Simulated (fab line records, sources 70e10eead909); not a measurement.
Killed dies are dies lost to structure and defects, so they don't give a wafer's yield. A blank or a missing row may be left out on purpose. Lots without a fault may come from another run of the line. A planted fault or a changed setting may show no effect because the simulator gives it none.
Which tool did it? | flow nand_harc | 12 lots, 36 wafers sampled, at 3 steps of a route of 1302

WHAT THE GAUGES READ, wafer by wafer
NHARC_P_START_INSPECT_01.
lot  | measured     | on                | raw_defect_count
L259 | day 1 20:02  | defect_inspect-01 | 4 4 2
L261 | day 2 16:03  | defect_inspect-02 | 1 3 3
L263 | day 3 12:02  | defect_inspect-01 | 5 4 5
L264 | day 3 22:02  | defect_inspect-01 | 2 5 3
L270 | day 6 10:03  | defect_inspect-01 | 4 4 6
L272 | day 7 06:02  | defect_inspect-02 | 5 7 5
L273 | day 7 16:02  | defect_inspect-01 | 1 4 6
L275 | day 8 12:02  | defect_inspect-02 | 5 4 4
L279 | day 10 04:02 | defect_inspect-02 | 2 3 2
L280 | day 10 14:02 | defect_inspect-02 | 4 3 4
L281 | day 11 00:02 | defect_inspect-01 | 3 2 4
L282 | day 11 10:03 | defect_inspect-01 | 1 4 6

NHARC_P_STI_OVL_MEAS_10.
lot  | measured     | on         | overlay_x_nm (nm) | overlay_y_nm (nm)
L259 | day 2 20:45  | overlay-02 | 14 14 14          | -11 -10 -11
L261 | day 3 17:14  | overlay-02 | -5 -5 -6          | -2 -2 -1
L263 | day 4 11:25  | overlay-01 | 7 7 6             | -1 -1 -1
L264 | day 4 23:22  | overlay-02 | 18 19 19          | 16 17 16
L270 | day 7 11:05  | overlay-01 | 12 11 12          | 9 9 9
L272 | day 8 04:43  | overlay-01 | 0 0 -1            | 2 2 3
L273 | day 8 16:02  | overlay-02 | 6 7 7             | -5 -4 -4
L275 | day 9 11:41  | overlay-01 | -10 -9 -9         | 1 0 1
L279 | day 11 07:50 | overlay-01 | 2 2 2             | 2 1 2
L280 | day 11 15:37 | overlay-02 | 11 10 11          | 1 1 1
L281 | day 12 01:02 | overlay-01 | 1 1 2             | -2 -1 -1
L282 | day 12 11:04 | overlay-02 | -4 -4 -5          | 8 8 7

WHICH TOOL RAN EACH LOT (tool, then ch and the chambers of the sampled wafers, then the start)
lot  | NHARC_P_ZERO_WELL_ETCH_65
L259 | rie_diel-09 ch 1,2, day 1 23:13
L261 | rie_diel-09 ch 0,1,3, day 2 17:22
L263 | rie_diel-03 ch 1,2,3, day 3 13:29
L264 | rie_diel-09 ch 0,2,3, day 3 23:21
L270 | rie_diel-08 ch 1,2, day 6 11:29
L272 | rie_diel-03 ch 2,3, day 7 07:29
L273 | rie_diel-03 ch 1,3, day 7 18:07
L275 | rie_diel-09 ch 0,1, day 8 13:30
L279 | rie_diel-08 ch 1,2,3, day 10 05:37
L280 | rie_diel-09 ch 1,2,3, day 10 15:24
L281 | rie_diel-09 ch 0,3, day 11 01:26
L282 | rie_diel-03 ch 0,1,2, day 11 11:23
- NHARC_P_ZERO_WELL_ETCH_65: etches the open film in N2/H2, target depth 80 nm, overetch 24 nm, time 87.88 s.

WHAT THE TOOLS THEMSELVES READ (means of the sampled wafers that have a number; where no wafer has one, the mark that the record gives instead)
NHARC_P_ZERO_WELL_ETCH_65.
lot  | tool        | chamber_pressure_mTorr (mTorr) | drypump_motor_current_A (A) | h2_flow_sccm (sccm) | oes_product_au (a.u.) | rf_vpp_V (V) | run_length_s (s) | showerhead_plenum_p_Torr (Torr) | throttle_valve_pct (%)
L259 | rie_diel-09 | 30.01                          | 5.6                         | 150.2               | 0.993                 | 433.3        | 109.5            | 2.11                            | 14.164
L261 | rie_diel-09 | 30.02                          | 6.0                         | 150.3               | 0.996                 | 431.0        | 109.6            | 2.06                            | 14.165
L263 | rie_diel-03 | 30.03                          | 5.6                         | 150.4               | 1.003                 | 429.5        | 109.5            | 1.99                            | 14.182
L264 | rie_diel-09 | 30.02                          | 5.9                         | 150.2               | 1.012                 | 431.7        | 109.4            | 2.08                            | 14.180
L270 | rie_diel-08 | 29.99                          | 5.6                         | 149.3               | 1.003                 | 430.4        | 109.5            | 2.04                            | 14.178
L272 | rie_diel-03 | 30.03                          | 5.1                         | 150.0               | 1.006                 | 428.7        | 109.1            | 1.98                            | 14.170
L273 | rie_diel-03 | 29.99                          | 5.8                         | 150.1               | 1.023                 | 427.5        | 109.3            | 1.94                            | 14.179
L275 | rie_diel-09 | 29.98                          | 5.7                         | 149.9               | 0.975                 | 430.9        | 109.5            | 2.04                            | 14.161
L279 | rie_diel-08 | 30.00                          | 5.4                         | 150.1               | 1.012                 | 431.6        | 109.4            | 2.08                            | 14.169
L280 | rie_diel-09 | 30.01                          | 5.9                         | 149.9               | 0.991                 | 431.5        | 112.3            | 2.07                            | 14.173
L281 | rie_diel-09 | 29.99                          | 6.3                         | 150.2               | 0.999                 | 430.9        | 112.4            | 2.05                            | 14.169
L282 | rie_diel-03 | 30.01                          | 5.4                         | 150.0               | 1.006                 | 429.8        | 109.5            | 2.01                            | 14.168

THE ANSWER, worked out from the rows above alone
Rule: what is usual is taken from the lots themselves. Put in order of their means at a reading, lots are off if they are a third of the lots or fewer, leave a main group of 4 or more, and stand apart from it by a gap of 3 or more times the standard deviation of the main group's means; of several such gaps the widest counts. A main group whose means are all the same, to the digits that the tables above print for the reading, isn't used. A lot without any number at a reading at which 4 lots or more have one is off too. The other lots that the step has rows for count as sound. The gauges are gone through in route order, then the tools' own readings, and for those a lot's mean is taken as printed above. The first step at which some lot is off is used, and at that step the reading that is off furthest; a lot without a number counts as furthest.
Off: L280, L281, at NHARC_P_ZERO_WELL_ETCH_65 (run_length_s). The main group: mean 109.4 s, standard deviation 0.13.
A tool fits if, at that step or a process step before it, it ran every lot that is off, and no sound lot after the first of them. One fits: rie_diel-09 at NHARC_P_ZERO_WELL_ETCH_65. Its last sound lot is L275 (day 8 13:30), its first lot that is off L280 (day 10 15:24): a fault that began between those two fits.
The tool's own readings at NHARC_P_ZERO_WELL_ETCH_65 bear it out: on the lots that are off they differ by more than 5 times the standard deviation of the sound lots' means. run_length_s reads 112.3 s there against 109.4 s on the sound lots.

WHAT THE SIMULATOR HAD PUT IN
Process parameter drift: rie_diel-09, from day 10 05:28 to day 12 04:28, at NHARC_P_ZERO_WELL_ETCH_65. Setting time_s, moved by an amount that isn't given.
Lots struck among those shown: L280, L281. The rule above found the same.
